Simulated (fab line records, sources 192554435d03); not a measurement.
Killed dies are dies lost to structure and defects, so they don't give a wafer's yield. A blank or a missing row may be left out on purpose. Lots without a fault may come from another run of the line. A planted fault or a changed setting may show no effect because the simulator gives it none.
A struck lot beside a sound one | flow n5_finfet | 34 steps out of a route of 1938
Sound: wafers L611.1, L611.3, L611.4. Struck: wafers L618.2, L618.4, L618.6. The cause comes at the end.
At each step with rows: each side's tool, then ch and its chambers, then its first start. Under that, the readings that differ: sound wafers | struck wafers | difference of the means | sigmas: that difference in standard deviations of wafers without a fault.
alike: readings whose means differ by less than 2 such deviations, and words and numbers that are the same on both sides. not compared: withheld readings, readings that some wafer has no value for, bounds like >300 that may hide the same value, and numbers for which the record gives no deviation and whose values overlap.
The two part at a step that has a row with sigmas, a row that says differs or no value, or rows on one side only. Numbers that don't overlap but have no deviation are shown without sigmas and don't part them. A reading that every wafer of one side lacks parts them only if that side has two wafers or more.

first, 9 steps without rows for these wafers: N5_BEOL_M11_EBR_24; N5_BEOL_M11_SOFTBAKE_23 (time 60 s); N5_BEOL_M11_EXPOSE_25 (exposes mask V10); N5_BEOL_M11_PEB_26 (peb time 60 s); N5_BEOL_M11_DEVELOP_27 (develop time 30 s); N5_BEOL_M11_DESCUM_33 (chemistry O2, time 7.9 s); N5_BEOL_M11_ETCH_65 (etches SiARC in CF4, target depth 39 nm, time 65 s); N5_BEOL_M11_ETCH_66 (etches SOC in N2/H2, target depth 120 nm, overetch 24 nm, time 180 s); N5_BEOL_M11_STRIP_69 (strips in N2/H2).
N5_BEOL_M11_VIA_ETCH_34: etches SiCOH lowk in C4F6/O2, target depth 184.5 nm, time 69.2 s.
  sound on rie_diel-05 ch 0,1,3, day 14 00:29; struck on rie_diel-05 ch 1,2,3, day 15 13:52
  alike: drypump_motor_current_A, oes_product_au, rf_vpp_V, showerhead_plenum_p_Torr, throttle_valve_pct
  not compared: rf_hours_counter_h
then, 23 steps without rows for these wafers: N5_BEOL_M11_STRIP_73 (strips in C4F6/O2); N5_BEOL_M11_STRIP_36 (strips in N2/H2); N5_BEOL_M11_TRENCH_ETCH_37 (etches SiCOH lowk in C4F6/O2, target depth 148.83 nm, time 48 s); N5_BEOL_M11_ETCH_41 (etches SiCN in CH3F/O2, target depth 42.6 nm, time 86 s); N5_BEOL_M11_STRIP_77 (strips in N2/H2, time 10 s); N5_BEOL_M11_HM_STRIP_39 (strips TiN in peroxide tin strip, target depth 25 nm, time 158 s); N5_BEOL_M11_SRD_40 (time 30 s); N5_BEOL_M11_PRECLEAN_42 (cleans in residue remover, time 60 s); N5_BEOL_M11_SRD_43 (time 30 s); N5_BEOL_M11_CURE_72 (cures SiCOH lowk, time 120 s); N5_BEOL_M11_DEGAS_44 (time 60 s); N5_BEOL_M11_PRE_CLEAN_45 (time 30 s); N5_BEOL_M11_ALD_74 (deposits TaN, target thk 2 nm, pulse time 2 s, purge time 3 s); N5_BEOL_M11_SURFACE_TREAT_76; N5_BEOL_M11_CVD_75 (deposits Co from CCTBA/H2, target thk 2 nm, time 138.9 s); N5_BEOL_M11_SPUTTER_48 (material Cu, target thk 12 nm, time 2 s); N5_BEOL_M11_ECD_50 (material Cu, target thk 318 nm); N5_BEOL_M11_ANNEAL_51 (time 90 s); N5_BEOL_M11_CMP_52 (polishes, stops on SiCOH lowk, t overpolish 7 s, target thk 140 nm); N5_BEOL_M11_PRE_CLEAN_55 (time 15 s); N5_BEOL_M11_DEP_56 (deposits SiCN from 3MS/NH3, target thk 30 nm, time 10.5 s); N5_BEOL_M12_ILD_DEP_00 (deposits SiOC from DEMS/O2, target thk 658.92 nm, time 130.7 s); N5_BEOL_M12_COAT_58 (time 60 s, resist thk 89 nm).
-- the record jumps here: 2 days lie between the struck wafers' starts before and after (it left off in module BEOL_M12 and takes up again in module PASSIVATION, whose first step shown is number 1936 of the route) --
N5_PASSIVATION_PROBE_49:
  sound on prober-02, day 15 17:07; struck on prober-01, day 17 17:20
  reading                  | sound          | struck         | difference | sigmas
  defect_limited_yield (%) | 91.7 90.1 92.7 | 78.1 83.5 83.1 | -9.9       | -7
  killed_at_M4_up          | 5 5 6          | 148 123 110    | +122       | +22
  killed_dies              | 98 117 86      | 259 195 200    | +118       | +7
  killed_on_rim            | 13 12 11       | 29 31 35       | +20        | +5
  sort_bin_5_function (%)  | 4.3 5.6 4.1    | 12.0 10.7 10.2 | +6.3       | +7
  sort_bin_8_speed (%)     | 0 0 0          | 0 0.08 0       | +0         | +4
  sort_n_pass              | 1082 1063 1094 | 921 984 980    | -118       | -7
  sort_yield_pct (%)       | 91.7 90.1 92.7 | 78.1 83.4 83.1 | -10.0      | -7
  alike: killed_at_M0_to_M3, killed_at_contacts, killed_at_front_end, killed_at_other, killed_open, killed_short, sort_bin_6_memory

WHERE THEY PART
Only at N5_PASSIVATION_PROBE_49, within this record.

WHY: what the simulator had put in
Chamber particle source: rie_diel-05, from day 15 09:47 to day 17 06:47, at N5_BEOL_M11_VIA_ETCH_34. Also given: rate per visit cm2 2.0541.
